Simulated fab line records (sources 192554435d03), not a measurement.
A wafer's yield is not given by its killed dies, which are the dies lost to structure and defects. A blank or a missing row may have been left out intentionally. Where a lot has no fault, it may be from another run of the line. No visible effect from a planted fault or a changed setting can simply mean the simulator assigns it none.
2 desks, one fault ; flow n5Finfet ; numbers are kept per desk, each desk with only its own; the story behind them comes last

== METROLOGY DESK ==
Lot by lot, what the gauges showed, no matter which tool ran the lot: averages of those sampled wafers that carry a number. Any lot whose mean is over 4 standard deviations away from the usual mean is out of limits and marked OUT; that distance is given in the brackets. It has 13 readings; the 7 that lie furthest out on some lot are the ones shown.
Columns: A = DIBL_P at N5_BEOL_M4_RC_MEAS_101, usual 35.6 mV/V; B = IOFF_P at N5_BEOL_M4_RC_MEAS_101, usual 0.20 nA/um; C = IOFF_P_LONG at N5_BEOL_M4_RC_MEAS_101, usual 0.000107 nA/um; D = ION_P at N5_BEOL_M4_RC_MEAS_101, usual 462 uA/um; E = VT_N_LVT at N5_BEOL_M4_RC_MEAS_101, usual 100 mV; F = VT_P at N5_BEOL_M4_RC_MEAS_101, usual -251 mV; G = VT_P_LONG at N5_BEOL_M4_RC_MEAS_101, usual -275 mV
lot;first seen here;A;B;C;D;E;F;G
L851;day 7 15:10;35.3;0.16;0.000091;454;98;-257;-281
L852;day 8 02:58;37.6;0.21;0.000103;459;100;-248;-275
L855;day 9 07:14;37.9;0.19;0.000097;463;98;-255;-279
L858;day 9 10:25;36.6;0.25;0.000121;475;97;-244;-270
L859;day 9 12:13;34.2;0.21;0.000116;465;101;-248;-273
L860;day 10 02:16;34.9;0.20;0.000113;464;102;-248;-272
L867;day 11 22:49;33.2;0.22;0.000129;469;112;-247;-268
L869;day 12 03:19;36.8;0.20;0.000099;461;98;-252;-277
L870;day 12 09:55;35.7;0.18;0.000105;456;99;-254;-275
L872;day 13 02:19;40.2;0.25;0.000103;466;96;-248;-273
This desk's finding: nothing out of limits on any of the 10 lots.

== DESK OF THE TOOL OWNER: aldHk-02 ==
The tool's own readings at N5_HKMG_FIN_ALD_74 (deposits La2O3, target thk 0.5 nm, pulse time 6 s, co reactant pulse time 1 s): means of the sampled wafers that have a number, for each lot that ran on this tool. Any lot whose mean is over 4 standard deviations away from the usual mean is out of limits and marked OUT; that distance is given in the brackets.
Columns: A = heaterPowerW at N5_HKMG_FIN_ALD_74, usual 322 W; B = precursorPulseHeightRel at N5_HKMG_FIN_ALD_74, usual 1.002
lot;first seen here;A;B
L852;day 4 11:04;309;0.989
L855;day 5 00:38;294;1.006
L858;day 5 18:42;305;1.008
L859;day 6 01:20;300;0.997
L860;day 6 06:11;312;0.998
L867;day 7 23:35;298;1.022
This desk's finding: nothing out of limits on any of the 6 lots.

== BROUGHT TOGETHER ==
The metrology desk saw nothing out of limits.
The tool owner's desk saw nothing out of limits.

== WHAT HAD BEEN PUT IN BY THE SIMULATOR ==
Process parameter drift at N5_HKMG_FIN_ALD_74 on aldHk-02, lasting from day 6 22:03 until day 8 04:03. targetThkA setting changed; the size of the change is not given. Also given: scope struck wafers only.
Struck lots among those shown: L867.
